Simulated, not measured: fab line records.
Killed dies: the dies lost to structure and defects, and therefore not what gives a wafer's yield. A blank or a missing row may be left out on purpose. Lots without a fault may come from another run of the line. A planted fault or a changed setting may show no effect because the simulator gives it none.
Matching of chambers ; flow nand_harc ; NHARC_A_STAIRCASE_DESCUM_252 on rie_diel-05 has 4 sister chambers
The step chemistry O2, time 3 s. 8 wafers are shown with their chamber, then 7 later ones without.

## WAFERS PAIRED WITH THEIR CHAMBERS
wafer;chamber;showerhead_plenum_p_Torr (Torr);drypump_motor_current_A (A)
L075.6;1;1.81;6.0
L074.3;0;1.80;5.8
L077.5;3;1.97;5.8
L094.1;1;1.80;6.1
L094.3;0;1.78;5.8
L094.4;2;2.03;6.1
L096.1;3;1.95;5.9
L096.2;2;2.03;6.1

## WAFERS WHOSE CHAMBER IS MISSING
wafer;showerhead_plenum_p_Torr (Torr);drypump_motor_current_A (A)
L096.6;1.95;5.8
L096.3;1.78;5.8
L096.4;1.80;6.0
L096.5;1.78;5.9
L097.1;1.95;5.8
L097.5;1.95;5.8
L097.6;1.78;5.8

## WHICH CHAMBER EACH ONE RAN IN
wafer;from the rows above;in truth
L096.6;3;3
L096.3;0;0
L096.4;1;1
L096.5;can't be placed: 0 or 1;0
L097.1;3;3
L097.5;3;3
L097.6;0;0
Correct placement for 6 of the 7. Can't be placed from these rows: 1 (the true chamber is among the candidates in 1). Wrongly placed: 0.
How it was worked out, from the rows above alone: a wafer's distance from a chamber is the root of the sum, over the readings, of the square of ((its reading less the chamber's mean) divided by the reading's scatter). If the next closest chamber is less than 2 further off than the closest, the wafer can't be placed; otherwise it belongs to the closest. For every chamber, the mean is computed from those of its wafers that are shown. The scatter: take each reading less its chamber's mean, square it, sum over the shown wafers, divide by the number of wafers less the number of chambers, and take the root.
